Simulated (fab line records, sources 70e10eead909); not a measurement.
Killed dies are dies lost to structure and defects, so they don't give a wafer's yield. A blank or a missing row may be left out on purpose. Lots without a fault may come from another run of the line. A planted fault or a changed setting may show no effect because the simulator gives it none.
Chamber matching | flow nand_harc | NHARC_A_STAIRCASE_DEP_280 on pecvd-02: 3 sister chambers
The step deposits SiON, target thk 30 nm. 24 wafers are shown with their chamber, then 12 later ones without.

WAFERS WITH THEIR CHAMBER
wafer  | chamber | heater_power_w (W) | heater_power_outer_w (W)
L075.1 | 1       | 779                | 491
L075.5 | 0       | 622                | 402
L075.6 | 1       | 785                | 495
L079.3 | 2       | 757                | 483
L079.5 | 1       | 771                | 482
L079.6 | 0       | 643                | 404
L080.4 | 1       | 849                | 571
L080.5 | 0       | 664                | 429
L080.6 | 2       | 622                | 390
L086.1 | 2       | 766                | 474
L086.4 | 2       | 754                | 479
L086.6 | 1       | 849                | 541
L087.2 | 2       | 721                | 449
L087.4 | 0       | 635                | 408
L087.5 | 1       | 799                | 494
L089.3 | 1       | 737                | 453
L089.4 | 1       | 730                | 453
L089.5 | 2       | 747                | 464
L091.1 | 1       | 853                | 558
L091.3 | 2       | 697                | 426
L091.4 | 0       | 573                | 356
L090.1 | 2       | 750                | 473
L090.3 | 0       | 636                | 400
L090.6 | 1       | 804                | 525

SIGNATURES (means of the wafers above)
reading              | chamber 0 | chamber 1 | chamber 2 | scatter within a chamber
heater_power_w       | 628.83    | 795.60    | 726.75    | 42.8
heater_power_outer_w | 399.83    | 506.30    | 454.75    | 34.7
Rule: a wafer's distance from a chamber is the root of the sum, over the readings, of the square of ((its reading less the chamber's mean) divided by the reading's scatter). The wafer belongs to the nearest chamber; if the next one is less than 2 further off, it can't be placed. The scatter: the root of (the sum of the squares of (reading less its chamber's mean) over the shown wafers, divided by (wafers less chambers)).

WAFERS WITHOUT THEIR CHAMBER
wafer  | heater_power_w (W) | heater_power_outer_w (W)
L094.1 | 761                | 475
L094.4 | 881                | 569
L094.5 | 559                | 344
L092.1 | 674                | 425
L092.2 | 701                | 437
L092.5 | 767                | 506
L095.2 | 648                | 416
L095.5 | 642                | 411
L095.6 | 827                | 523
L097.1 | 800                | 490
L097.4 | 644                | 405
L097.5 | 757                | 475

WHICH CHAMBER EACH WENT THROUGH
wafer  | from the rows above     | in truth
L094.1 | can't be placed: 2 or 1 | 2
L094.4 | 1                       | 1
L094.5 | 0                       | 0
L092.1 | can't be placed: 0 or 2 | 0
L092.2 | can't be placed: 2 or 0 | 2
L092.5 | can't be placed: 1 or 2 | 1
L095.2 | can't be placed: 0 or 2 | 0
L095.5 | can't be placed: 0 or 2 | 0
L095.6 | 1                       | 1
L097.1 | can't be placed: 1 or 2 | 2
L097.4 | 0                       | 0
L097.5 | can't be placed: 2 or 1 | 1
Placed correctly: 4 of 12. Can't be placed from these rows: 8 (the true chamber is among the candidates in 8). Placed wrongly: 0.
